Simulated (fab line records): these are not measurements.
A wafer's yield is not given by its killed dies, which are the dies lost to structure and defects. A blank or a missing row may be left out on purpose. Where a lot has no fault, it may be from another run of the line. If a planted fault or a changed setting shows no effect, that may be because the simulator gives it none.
A struck lot beside a sound one / flow n5_finfet / 16 steps out of a route of 1938
Sound: the wafers L797.2, L797.3, L797.6. The struck wafers were L804.1, L804.5. At the end, the cause is stated.
At each step with rows: each side's tool, then ch and its chambers, then its first start. Under that, the readings that differ: sound wafers / struck wafers / difference of the means / sigmas: that difference in standard deviations of wafers without a fault.
alike: words and numbers the same on both sides, and readings whose means are apart by under 2 such deviations; not compared: readings that were withheld, readings missing a value for some wafer, numbers with overlapping values and no deviation given by the record, and bounds like >300 which may hide the same value.
The two part at a step that has a row with sigmas, a row that says differs or no value, or rows on one side only. Non-overlapping numbers with no deviation appear without sigmas and do not part them. A reading missing from all wafers of one side parts the sides only when that side holds two or more wafers.

first, 8 steps without rows for these wafers: N5_MOL_CONTACT_COAG_COAT_76 (time 60 s, resist thk 10 nm); N5_MOL_CONTACT_COAG_COAT_77 (time 60 s, resist thk 10 nm); N5_MOL_CONTACT_COAG_COAT_78 (resist thk 40 nm); N5_MOL_CONTACT_COAG_EBR_80; N5_MOL_CONTACT_COAG_SOFTBAKE_79 (time 60 s); N5_MOL_CONTACT_COAG_EXPOSE_81 (exposes mask VG, defocus 0 nm); N5_MOL_CONTACT_COAG_PEB_82 (peb time 60 s); N5_MOL_CONTACT_COAG_DEVELOP_83 (develop time 30 s).
N5_MOL_CONTACT_COAG_CD_MEAS_84: the cd target is 25.1 nm.
  sound on cd_sem-03 ch 0, day 7 08:56; struck on cd_sem-02 ch 0, day 9 00:21
  alike: cd_nm
N5_MOL_CONTACT_COAG_OVL_MEAS_85:
  sound on overlay-02 ch 0, day 7 08:58; struck on overlay-02 ch 0, day 9 00:23
reading=VG_OVL (nm); sound=0.9 -0.6 0.5; struck=-1.6 -1.8; difference=-2.0; sigmas=-3
N5_MOL_CONTACT_COAG_INSPECT_57: inspects for defects (brightfield).
  sound on defect_inspect-02 at day 7 09:01; struck on defect_inspect-01 at day 9 00:26
  alike: raw_defect_count
N5_MOL_CONTACT_COAG_DESCUM_88: chemistry O2, time 7 s.
  sound on rie_diel-06 ch 0,1,2, day 7 09:03; struck on rie_diel-05 ch 0, day 9 00:28
reading=drypump_motor_current_A (A); sound=5.9 5.6 6.5; struck=5.1 5.1; difference=-0.9; sigmas=-2
  alike: oes_product_au, rf_vpp_V, showerhead_plenum_p_Torr, throttle_valve_pct
  not compared: rf_hours_counter_h
N5_MOL_CONTACT_COAG_ETCH_89: etches underlayer in N2/H2, target depth 13 nm, time 10.4 s.
  sound on rie_diel-06 ch 0,1,2, day 7 09:05; struck on rie_diel-05 ch 0, day 9 00:31
reading=drypump_motor_current_A (A); sound=5.9 5.6 6.4; struck=5.1 5.1; difference=-0.9; sigmas=-2
reading=etch_rf_on_time_s (s); sound=10.52 10.35 10.46; struck=16.28 16.22; difference=+5.81; sigmas=+41
  alike: bias_w, oes_product_au, rf_vpp_V, showerhead_plenum_p_Torr, throttle_valve_pct
  not compared: rf_hours_counter_h
N5_MOL_CONTACT_COAG_ETCH_90: etches SiARC in CF4, target depth 13 nm, time 21.7 s.
  sound on rie_diel-06 ch 0,1,2, day 7 09:07; struck on rie_diel-05 ch 0, day 9 00:32
reading=drypump_motor_current_A (A); sound=5.9 5.6 6.4; struck=5.0 5.1; difference=-0.9; sigmas=-2
  alike: bias_w, etch_rf_on_time_s, oes_product_au, rf_vpp_V, showerhead_plenum_p_Torr, throttle_valve_pct
  not compared: rf_hours_counter_h
-- record jumps: 3 days separate the struck wafers' starts on either side; left off in module MOL_CONTACT_COAG, taken up again in module BEOL_M4, whose first shown step is the route's number 1111 --
N5_BEOL_M4_RC_MEAS_101:
  sound on prober-02 ch 0, day 10 06:39; struck on prober-01 ch 0, day 12 01:26
  alike: DIBL_N, DIBL_P, IOFF_N, IOFF_P, ION_N, ION_P, SS_N, SS_P, VT_N, VT_P
-- the record jumps here: 4 days lie between the struck wafers' starts before and after (it left off in module BEOL_M4 and takes up again in module PASSIVATION, whose first step shown is number 1936 of the route) --
N5_PASSIVATION_PROBE_49:
  the record has rows for the struck wafers here (prober-02, day 16 11:44) and none for the sound ones

WHERE THEY PART
Last at N5_PASSIVATION_PROBE_49 as far as this record goes, first at N5_MOL_CONTACT_COAG_OVL_MEAS_85.

WHY: what had been put in by the simulator
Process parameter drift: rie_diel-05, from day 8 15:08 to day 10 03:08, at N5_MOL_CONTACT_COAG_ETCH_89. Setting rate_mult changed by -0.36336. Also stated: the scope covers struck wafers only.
